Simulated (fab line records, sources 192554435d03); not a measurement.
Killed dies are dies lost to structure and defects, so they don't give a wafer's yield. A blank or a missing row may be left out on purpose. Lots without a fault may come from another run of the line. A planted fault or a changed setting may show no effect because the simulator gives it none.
fab line records | flow n5_finfet | part 1 of 2: steps 1 to 31 of 39
record lots=5 wafers=15 last_day=17
route steps=1938 shown TV_OPEN@1892 PAD_METAL@1893 PASSIVATION@1897
lots that met no fault: from a run of the same line without faults
start_h: hours from the record's first day to the start of the lot's first wafer shown | wait_h: hours since the lot's step before | " the same as in the row above | L1.1+2: a row that stands for several wafers | - no value, or no start given | * or withheld: withheld | < > ~ a bound
route shown NAME@n: a module of which the file shows steps, and the number in the route of the first | usual: mean/standard deviation of fault-free wafers | same: alike in all rows | chamber/n: place in a boat | sites: the reading at each site | _std_site: their standard deviation | _edge_site: outer sites' mean less inner sites' | radius_mm: how far each site lies from the wafer's centre | mask NAME#n: copy n | behind: the tool/chamber that last shaped the wafer | hold: why the lot was held/for how many hours/how that ended | device: the transistor (n, p or np) that didn't switch | end of line: the same wafers' tests at the end of the route | a step without rows: its recipe alone | killed: dies lost to structure and defects at the first sort, not the wafer's yield | map: a wafer's dies, x killed, . not, _ none there
set.NAME: the setting as run; set.NAME@STEP: as run at that earlier step | model.NAME: the simulator's own value behind a step, which no gauge read
lots at some steps of the route; a table a step, a row a wafer
services: from which hour (start_h, from the record's first day; less than 0 if before it) a tool's chamber was out of use, for how many hours, and why
## steps
# step N5_PASSIVATION_SRD_17
# recipe time_s=30 temp_c=23 rinse_liquid=diw dry=n2_spin spin_rpm=1500 dry_time_s=30
# usual spin_rpm=1500.0/0.83
# columns lot.wafer tool chamber start_h wait_h spin_rpm
L074.1 wet_bench-01 0 298.22 0.0 1500.5
L074.4 " 3 " " 1499.7
L074.6 " 6 " " 1499.7
L079.2 wet_bench-01 1 333.26 0.0 1499.7
L079.3 " 0 " " 1499.0
L079.5 " 6 " " 1501.0
L081.2 wet_bench-04 6 336.52 0.0 1499.9
L081.4 " 5 " " 1500.4
L081.5 " 4 " " 1500.7
L084.2 wet_bench-04 6 359.90 0.0 1499.4
L084.3 " 3 " " 1499.8
L084.4 " 2 " " 1499.9
L091.3 wet_bench-04 1 407.06 0.0 1500.8
L091.5 " 3 " " 1501.2
L091.6 " 5 " " 1500.7
# step N5_PASSIVATION_DEGAS_18
# recipe ambient=vacuum temp_c=300 time_s=60
# usual heater_power_w=453/42
# columns lot.wafer tool chamber start_h wait_h heater_power_w
L074.1 pvd_sputter-01 - 298.26 0.0 454
L074.4 " - " " 389
L074.6 " - " " 378
L079.2 pvd_sputter-01 - 333.32 0.0 424
L079.3 " - " " 480
L079.5 " - " " 384
L081.2 pvd_sputter-02 - 338.89 2.4 523
L081.4 " - " " 437
L081.5 " - " " 428
L084.2 pvd_sputter-02 - 359.95 0.0 514
L084.3 " - " " 425
L084.4 " - " " 525
L091.3 pvd_sputter-02 - 408.21 1.1 441
L091.5 " - " " 520
L091.6 " - " " 513
# step N5_PASSIVATION_PRE_CLEAN_19
# recipe gas=H2/He time_s=* temp_c=*
# usual heater_power_w=454/41
# columns lot.wafer tool chamber start_h wait_h heater_power_w
L074.1 pvd_sputter-01 - 298.30 0.0 461
L074.4 " - " " 382
L074.6 " - " " 380
L079.2 pvd_sputter-01 - 333.36 0.0 428
L079.3 " - " " 488
L079.5 " - " " 386
L081.2 pvd_sputter-02 - 338.93 0.0 540
L081.4 " - " " 444
L081.5 " - " " 437
L084.2 pvd_sputter-02 - 359.99 0.0 504
L084.3 " - " " 427
L084.4 " - " " 526
L091.3 pvd_sputter-02 - 408.25 0.0 446
L091.5 " - " " 516
L091.6 " - " " 507
# step N5_PASSIVATION_SPUTTER_20
# recipe material=TaN target_thk_a=500 temp_c=25 chamber_pressure_pa=0.4
# usual throttle_valve_pct=30.4/1.4
# columns lot.wafer tool chamber start_h wait_h throttle_valve_pct
L074.1 pvd_sputter-01 - 298.34 0.0 33.0
L074.4 " - " " 31.7
L074.6 " - " " 31.7
L079.2 pvd_sputter-01 - 333.40 0.0 29.7
L079.3 " - " " 31.0
L079.5 " - " " 31.4
L081.2 pvd_sputter-02 - 338.97 0.0 28.6
L081.4 " - " " 30.1
L081.5 " - " " 29.2
L084.2 pvd_sputter-02 - 360.03 0.0 31.8
L084.3 " - " " 29.2
L084.4 " - " " 28.5
L091.3 pvd_sputter-02 - 408.29 0.0 30.0
L091.5 " - " " 28.4
L091.6 " - " " 31.5
# step N5_PASSIVATION_AL_DEP_21
# recipe material=Al target_thk_a=28000 temp_c=400 time_s=170 power_w=30000 chamber_pressure_pa=0.4 gas=Ar
# usual throttle_valve_pct=30.4/1.3
# columns lot.wafer tool chamber start_h wait_h throttle_valve_pct
L074.1 pvd_sputter-01 - 298.44 0.1 32.9
L074.4 " - " " 31.3
L074.6 " - " " 31.6
L079.2 pvd_sputter-01 - 333.50 0.1 29.6
L079.3 " - " " 30.5
L079.5 " - " " 31.5
L081.2 pvd_sputter-02 - 339.07 0.1 28.5
L081.4 " - " " 29.9
L081.5 " - " " 29.1
L084.2 pvd_sputter-02 - 360.13 0.1 31.7
L084.3 " - " " 29.6
L084.4 " - " " 28.5
L091.3 pvd_sputter-02 - 408.39 0.1 30.0
L091.5 " - " " 28.3
L091.6 " - " " 31.5
# step N5_PASSIVATION_HMDS_23
# recipe time_s=60 temp_c=120
# columns lot.wafer tool chamber start_h wait_h
L074.1+4+6 litho_track-02 0 298.63 0.1
L079.2+3+5 litho_track-02 0 333.69 0.1
L081.2+4+5 litho_track-02 0 339.26 0.1
L084.2+3+4 litho_track-01 0 360.32 0.1
L091.3+5+6 litho_track-01 0 408.58 0.1
# step N5_PASSIVATION_COAT_24
# recipe spin_rpm=3000 resist_thk_nm=withheld
# columns lot.wafer tool chamber start_h wait_h
L074.1+4+6 litho_track-02 0 - -
L079.2+3+5 litho_track-02 0 - -
L081.2+4+5 litho_track-02 0 - -
L084.2+3+4 litho_track-01 0 - -
L091.3+5+6 litho_track-01 0 - -
# step N5_PASSIVATION_EBR_26
# recipe solvent=PGMEA ebr_width_mm=1.5
# columns lot.wafer tool chamber start_h wait_h
L074.1+4+6 litho_track-02 0 - -
L079.2+3+5 litho_track-02 0 - -
L081.2+4+5 litho_track-02 0 - -
L084.2+3+4 litho_track-01 0 - -
L091.3+5+6 litho_track-01 0 - -
# step N5_PASSIVATION_SOFTBAKE_25
# recipe temp_c=100 time_s=90
# columns lot.wafer tool chamber start_h wait_h
L074.1+4+6 litho_track-02 0 - -
L079.2+3+5 litho_track-02 0 - -
L081.2+4+5 litho_track-02 0 - -
L084.2+3+4 litho_track-01 0 - -
L091.3+5+6 litho_track-01 0 - -
# step N5_PASSIVATION_EXPOSE_27
# recipe mask_id=PAD na=0.55 source_shape=conventional sigma_outer=0.8 polarization=unpolarized defocus_nm=0 dose_mj=32.3
# columns lot.wafer tool chamber start_h wait_h mask
L074.1+4+6 krf_scanner-01 0 298.86 - PAD#0
L079.2+3+5 krf_scanner-02 0 333.80 - PAD#0
L081.2+4+5 krf_scanner-01 0 339.50 - PAD#0
L084.2+3+4 krf_scanner-01 0 360.43 - PAD#0
L091.3+5+6 krf_scanner-01 0 408.70 - PAD#0
# step N5_PASSIVATION_PEB_28
# recipe peb_temp_c=withheld peb_time_s=*
# columns lot.wafer tool chamber start_h wait_h
L074.1+4+6 litho_track-02 0 298.92 0.1
L079.2+3+5 litho_track-05 0 333.85 0.0
L081.2+4+5 litho_track-02 0 339.55 0.0
L084.2+3+4 litho_track-01 0 360.48 0.0
L091.3+5+6 litho_track-01 0 408.74 0.0
# step N5_PASSIVATION_DEVELOP_29
# recipe develop_time_s=60 rinse_liquid=diw dry=air_spin dev_temp_c=21
# columns lot.wafer tool chamber start_h wait_h
L074.1+4+6 litho_track-02 0 - -
L079.2+3+5 litho_track-05 0 - -
L081.2+4+5 litho_track-02 0 - -
L084.2+3+4 litho_track-01 0 - -
L091.3+5+6 litho_track-01 0 - -
# step N5_PASSIVATION_HARDBAKE_31
# recipe temp_c=130 time_s=120
# columns lot.wafer tool chamber start_h wait_h
L074.1+4+6 litho_track-02 0 - -
L079.2+3+5 litho_track-05 0 - -
L081.2+4+5 litho_track-02 0 - -
L084.2+3+4 litho_track-01 0 - -
L091.3+5+6 litho_track-01 0 - -
# step N5_PASSIVATION_CD_MEAS_30
# recipe target_cd_nm=4000 landing_energy_ev=500 detector=se_inlens polarity=opening
# usual cd_nm=3999.5/1.8
# columns lot.wafer tool chamber start_h wait_h cd_nm
L074.1 cd_sem-01 0 299.04 - 3997.5
L074.4 " 0 " " 3998.3
L074.6 " 0 " " 4000.2
L079.2 cd_sem-02 0 333.97 - 4000.5
L079.3 " 0 " " 3999.4
L079.5 " 0 " " 3998.9
L081.2 cd_sem-02 0 339.67 - 4000.8
L081.4 " 0 " " 3999.3
L081.5 " 0 " " 3998.0
L084.2 cd_sem-02 0 360.60 - 3998.6
L084.3 " 0 " " 3996.8
L084.4 " 0 " " 3996.0
L091.3 cd_sem-01 0 408.87 - 3999.2
L091.5 " 0 " " 3999.5
L091.6 " 0 " " 3997.9
# step N5_PASSIVATION_OVL_MEAS_63
# recipe points_per_wafer=44
# usual PAD_OVL=2/5.3
# columns lot.wafer tool chamber start_h wait_h PAD_OVL[nm]
L074.1 overlay-02 0 299.07 0.0 4
L074.4 " 0 " " 7
L074.6 " 0 " " 1
L079.2 overlay-01 0 334.00 0.0 0
L079.3 " 0 " " 0
L079.5 " 0 " " -2
L081.2 overlay-02 0 339.70 0.0 0
L081.4 " 0 " " 5
L081.5 " 0 " " 6
L084.2 overlay-01 0 360.63 0.0 4
L084.3 " 0 " " -2
L084.4 " 0 " " -2
L091.3 overlay-01 0 408.89 0.0 6
L091.5 " 0 " " 9
L091.6 " 0 " " 7
# step N5_PASSIVATION_INSPECT_64
# recipe mode=adi inspect_instrument=macro
# usual raw_defect_count=2.2/1.6
# columns lot.wafer tool chamber start_h wait_h raw_defect_count
L074.1 defect_inspect-02 - 299.09 0.0 5
L074.4 " - " " 1
L074.6 " - " " 1
L079.2 defect_inspect-02 - 334.03 0.0 2
L079.3 " - " " 3
L079.5 " - " " 6
L081.2 defect_inspect-01 - 339.72 0.0 1
L081.4 " - " " 2
L081.5 " - " " 3
L084.2 defect_inspect-01 - 360.66 0.0 5
L084.3 " - " " 2
L084.4 " - " " 1
L091.3 defect_inspect-02 - 408.92 0.0 1
L091.5 " - " " 3
L091.6 " - " " 3
# step N5_PASSIVATION_DESCUM_32
# recipe chemistry=O2 time_s=7.9 source_power_w=50 bias_power_w=20 pressure_mtorr=20 rf_frequency_hz=2.712e+07 temp_c=40 o2_flow_sccm=225
# usual drypump_motor_current_A=5.5/0.38 oes_product_au=0.78/0.057 rf_vpp_V=243.1/1.5 showerhead_plenum_p_Torr=2.10/0.084 throttle_valve_pct=20.45/0.17
# columns lot.wafer tool chamber start_h wait_h drypump_motor_current_A oes_product_au rf_hours_counter_h rf_vpp_V showerhead_plenum_p_Torr throttle_valve_pct
L074.1 rie_diel-04 0 299.13 0.0 5.1 0.86 26 241.8 2.06 20.54
L074.4 " 3 " " 5.8 0.87 47 244.8 2.21 20.44
L074.6 " 0 " " 5.1 0.88 - 242.7 2.07 20.55
L079.2 rie_diel-01 2 334.06 0.0 6.0 0.89 36 245.2 2.21 20.35
L079.3 " 0 " " 5.5 0.81 69 241.6 2.03 20.39
L079.5 " 1 " " 5.2 0.84 - 244.1 2.13 20.30
L081.2 rie_diel-03 2 339.83 0.1 5.5 0.71 175 241.1 1.99 20.59
L081.4 " 0 " " 5.4 0.72 184 241.7 2.02 20.64
L081.5 " 0 " " 5.4 0.72 - 241.3 2.02 20.63
L084.2 rie_diel-01 1 360.93 0.3 5.3 0.83 65 243.2 2.13 20.32
L084.3 " 2 " " 5.9 0.89 46 245.3 2.21 20.37
L084.4 " 0 " " 5.5 0.81 79 242.2 2.03 20.38
L091.3 rie_diel-01 3 408.95 0.0 5.0 0.81 109 242.7 2.11 20.33
L091.5 " 2 " " 5.9 0.86 - 244.3 2.20 20.42
L091.6 " 3 " " 4.9 0.80 - 244.0 2.11 20.33
# step N5_PASSIVATION_AL_ETCH_33
# recipe chemistry=Cl2/BCl3 target_depth_a=28000 over_etch_frac=0.15 Cl2_flow_sccm=180 bcl3_flow_sccm=60 target=Al stop_on=TaN time_s=466.7 ion_energy_ev=100 pressure_mtorr=10 icp_w=900 bias_w=100
# usual drypump_motor_current_A=5.5/0.53 oes_product_au=0.72/0.096 throttle_valve_pct=34.27/0.29
# columns lot.wafer tool chamber start_h wait_h drypump_motor_current_A oes_product_au rf_hours_counter_h throttle_valve_pct
L074.1 rie_metal-03 1 299.21 0.1 4.9 0.81 3 34.32
L074.4 " 1 " " 4.9 0.82 - 34.32
L074.6 " 1 " " 4.9 0.81 - 34.32
L079.2 rie_metal-03 0 334.15 0.1 6.2 0.61 91 34.70
L079.3 " 1 " " 4.9 0.79 - 34.30
L079.5 " 1 " " 4.9 0.81 - 34.26
L081.2 rie_metal-03 1 339.92 0.1 4.9 0.80 8 34.28
L081.4 " 0 " " 6.2 0.61 - 34.68
L081.5 " 0 " " 6.2 0.61 - 34.69
L084.2 rie_metal-02 1 361.15 0.2 5.5 0.64 - 33.94
L084.3 " 1 " " 5.5 0.64 - 33.95
L084.4 " 1 " " 5.5 0.64 - 33.97
L091.3 rie_metal-01 1 409.17 0.2 5.9 0.71 - 34.32
L091.5 " 0 " " 4.8 0.80 - 34.02
L091.6 " 1 " " 5.8 0.71 - 34.33
# step N5_PASSIVATION_ETCH_59
# recipe chemistry=Cl2/BCl3 target=TaN target_depth_a=650 time_s=34.9 ion_energy_ev=100 pressure_mtorr=10 icp_w=900 bias_w=100 Cl2_flow_sccm=60 bcl3_flow_sccm=30
# usual drypump_motor_current_A=5.5/0.54 oes_product_au=0.80/0.11 throttle_valve_pct=21.01/0.26
# columns lot.wafer tool chamber start_h wait_h drypump_motor_current_A oes_product_au rf_hours_counter_h throttle_valve_pct
L074.1 rie_metal-03 1 300.02 0.7 4.9 0.91 4 20.91
L074.4 " 1 " " 4.9 0.91 - 20.91
L074.6 " 1 " " 4.9 0.93 - 20.90
L079.2 rie_metal-03 0 334.55 0.3 6.2 0.66 91 21.47
L079.3 " 1 " " 4.9 0.90 - 20.90
L079.5 " 1 " " 4.9 0.89 - 20.92
L081.2 rie_metal-03 1 340.32 0.3 4.9 0.89 8 20.91
L081.4 " 0 " " 6.1 0.65 - 21.48
L081.5 " 0 " " 6.2 0.67 - 21.45
L084.2 rie_metal-02 1 361.85 0.6 5.5 0.71 - 20.85
L084.3 " 1 " " 5.5 0.72 - 20.87
L084.4 " 1 " " 5.5 0.71 - 20.86
L091.3 rie_metal-01 1 409.47 0.2 5.9 0.79 - 21.00
L091.5 " 0 " " 4.8 0.89 - 20.80
L091.6 " 1 " " 5.8 0.78 - 21.02
# step N5_PASSIVATION_STRIP_34
# recipe chemistry=O2 power_w=600 temp_c=60 pressure_mtorr=30 rf_frequency_hz=6e+07 bias_power_w=0 overash_fraction=2 o2_flow_sccm=225
# usual drypump_motor_current_A=5.6/0.44 oes_product_au=0.80/0.057 rf_vpp_V=3.9/1.6 showerhead_plenum_p_Torr=2.10/0.079 throttle_valve_pct=16.67/0.18
# same overash_fraction=2
# columns lot.wafer tool chamber start_h wait_h drypump_motor_current_A oes_product_au rf_hours_counter_h rf_vpp_V showerhead_plenum_p_Torr throttle_valve_pct
L074.1 rie_diel-04 0 300.23 0.2 5.1 0.87 26 3.9 2.07 16.71
L074.4 " 1 " " 6.5 0.83 88 5.5 2.03 16.89
L074.6 " 0 " " 5.1 0.86 - 5.0 2.07 16.70
L079.2 rie_diel-01 1 334.68 0.1 5.3 0.83 55 4.4 2.13 16.52
L079.3 " 3 " " 5.0 0.83 86 5.9 2.12 16.59
L079.5 " 3 " " 5.0 0.81 - 4.7 2.12 16.51
L081.2 rie_diel-01 1 340.60 0.2 5.2 0.82 58 4.1 2.13 16.50
L081.4 " 2 " " 6.0 0.94 39 4.5 2.22 16.52
L081.5 " 0 " " 5.4 0.82 - 3.5 2.03 16.57
L084.2 rie_diel-04 3 362.24 0.4 5.8 0.83 70 3.1 2.21 16.69
L084.3 " 0 " " 5.1 0.81 48 2.6 2.06 16.76
L084.4 " 1 " " 6.5 0.81 108 3.1 2.02 16.96
L091.3 rie_diel-03 2 409.56 0.1 5.5 0.69 198 3.5 1.99 16.92
L091.5 " 1 " " 5.3 0.79 - 3.8 2.23 16.58
L091.6 " 2 " " 5.6 0.72 - 5.3 1.99 16.91
# step N5_PASSIVATION_STRIP_51
# recipe chemistry=post_etch_residue_remover time_s=1200 temp_c=72.5
# columns lot.wafer tool chamber start_h wait_h
L074.1+4+6 wet_bench-02 6,1,7 300.30 -
L079.2+3+5 wet_bench-06 3,7,0 334.75 -
L081.2+4+5 wet_bench-02 7,5,1 340.67 -
L084.2+3+4 wet_bench-06 7,0,4 362.31 -
L091.3+5+6 wet_bench-03 6,2,1 409.63 -
# step N5_PASSIVATION_CLEAN_69
# recipe chemistry=IPA time_s=180 temp_c=25
# columns lot.wafer tool chamber start_h wait_h
L074.1+4+6 wet_bench-02 6,1,7 300.63 0.0
L079.2+3+5 wet_bench-06 3,7,0 335.41 0.0
L081.2+4+5 wet_bench-02 7,5,1 341.00 0.0
L084.2+3+4 wet_bench-06 7,0,4 362.65 0.0
L091.3+5+6 wet_bench-03 6,2,1 409.96 0.0
# step N5_PASSIVATION_SRD_70
# recipe dry=ipa_marangoni time_s=30 temp_c=23 rinse_liquid=diw
# columns lot.wafer tool chamber start_h wait_h
L074.1+4+6 wet_bench-02 6,1,7 300.68 0.0
L079.2+3+5 wet_bench-06 3,7,0 335.52 0.0
L081.2+4+5 wet_bench-02 7,5,1 341.05 0.0
L084.2+3+4 wet_bench-06 7,0,4 362.70 0.0
L091.3+5+6 wet_bench-03 6,2,1 410.01 0.0
# step N5_PASSIVATION_PECVD_53
# recipe material=SiO2 target_thk_a=8000 temp_c=400 precursor=TEOS/O2 pressure_torr=6.5 rf_w=withheld teos_flow_sccm=withheld gas=O2 flow_sccm=2650 time_s=169.4
# columns lot.wafer tool chamber start_h wait_h
L074.1+4+6 pecvd-01 0,2,0 300.73 0.0
L079.2+3+5 pecvd-03 0,2,0 335.58 0.0
L081.2+4+5 pecvd-04 1,1,0 341.10 0.0
L084.2+3+4 pecvd-03 2,0,1 362.75 0.0
L091.3+5+6 pecvd-01 2,0,2 410.06 0.0
# step N5_PASSIVATION_PECVD_35
# recipe material=SiNx target_thk_a=7000 temp_c=400 precursor=SiH4/NH3/N2 pressure_torr=4.9 rf_w=1406 time_s=151.3
# usual heater_power_w=343/100 showerhead_plenum_p_Torr=8.67/0.096 throttle_valve_pct=28.8/1.3
# columns lot.wafer tool chamber start_h wait_h heater_power_w showerhead_plenum_p_Torr throttle_valve_pct
L074.1 pecvd-01 0 300.84 0.1 429 8.79 26.4
L074.4 " 2 " " 205 8.59 28.6
L074.6 " 0 " " 466 8.81 26.6
L079.2 pecvd-03 0 335.69 0.1 239 8.61 28.5
L079.3 " 2 " " 407 8.50 28.6
L079.5 " 0 " " 285 8.60 28.3
L081.2 pecvd-04 1 341.21 0.1 275 8.64 29.8
L081.4 " 1 " " 303 8.63 30.0
L081.5 " 0 " " 212 8.78 30.6
L084.2 pecvd-03 2 362.86 0.1 396 8.49 28.5
L084.3 " 0 " " 344 8.58 28.3
L084.4 " 1 " " 562 8.66 28.9
L091.3 pecvd-01 2 410.17 0.1 298 8.59 28.7
L091.5 " 0 " " 480 8.75 26.7
L091.6 " 2 " " 315 8.59 28.6
# step N5_PASSIVATION_HMDS_37
# recipe time_s=60 temp_c=120
# columns lot.wafer tool chamber start_h wait_h
L074.1+4+6 litho_track-01 0 300.98 0.1
L079.2+3+5 litho_track-01 0 335.83 0.1
L081.2+4+5 litho_track-05 0 341.35 0.1
L084.2+3+4 litho_track-01 0 363.00 0.1
L091.3+5+6 litho_track-05 0 410.31 0.1
# step N5_PASSIVATION_COAT_38
# recipe spin_rpm=3000 resist_thk_nm=withheld
# columns lot.wafer tool chamber start_h wait_h
L074.1+4+6 litho_track-01 0 - -
L079.2+3+5 litho_track-01 0 - -
L081.2+4+5 litho_track-05 0 - -
L084.2+3+4 litho_track-01 0 - -
L091.3+5+6 litho_track-05 0 - -
# step N5_PASSIVATION_EBR_40
# recipe solvent=PGMEA ebr_width_mm=1.5
# columns lot.wafer tool chamber start_h wait_h
L074.1+4+6 litho_track-01 0 - -
L079.2+3+5 litho_track-01 0 - -
L081.2+4+5 litho_track-05 0 - -
L084.2+3+4 litho_track-01 0 - -
L091.3+5+6 litho_track-05 0 - -
# step N5_PASSIVATION_SOFTBAKE_39
# recipe temp_c=110 time_s=120
# columns lot.wafer tool chamber start_h wait_h
L074.1+4+6 litho_track-01 0 - -
L079.2+3+5 litho_track-01 0 - -
L081.2+4+5 litho_track-05 0 - -
L084.2+3+4 litho_track-01 0 - -
L091.3+5+6 litho_track-05 0 - -
# step N5_PASSIVATION_EXPOSE_41
# recipe mask_id=PASS_OPEN na=0.55 defocus_nm=0 source_shape=conventional sigma_outer=0.8 polarization=unpolarized target_cd_nm=40000 dose_mj=57.25
# columns lot.wafer tool chamber start_h wait_h mask
L074.1+4+6 krf_scanner-01 0 301.22 - PASS_OPEN#0
L079.2+3+5 krf_scanner-02 0 335.95 - PASS_OPEN#0
L081.2+4+5 krf_scanner-01 0 341.60 - PASS_OPEN#0
L084.2+3+4 krf_scanner-02 0 363.12 - PASS_OPEN#0
L091.3+5+6 krf_scanner-01 0 410.56 - PASS_OPEN#0
# step N5_PASSIVATION_PEB_42
# recipe peb_temp_c=withheld peb_time_s=*
# columns lot.wafer tool chamber start_h wait_h
L074.1+4+6 litho_track-01 0 301.28 0.1
L079.2+3+5 litho_track-01 0 336.01 0.0
L081.2+4+5 litho_track-05 0 341.65 0.0
L084.2+3+4 litho_track-02 0 363.18 0.1
L091.3+5+6 litho_track-05 0 410.61 0.0
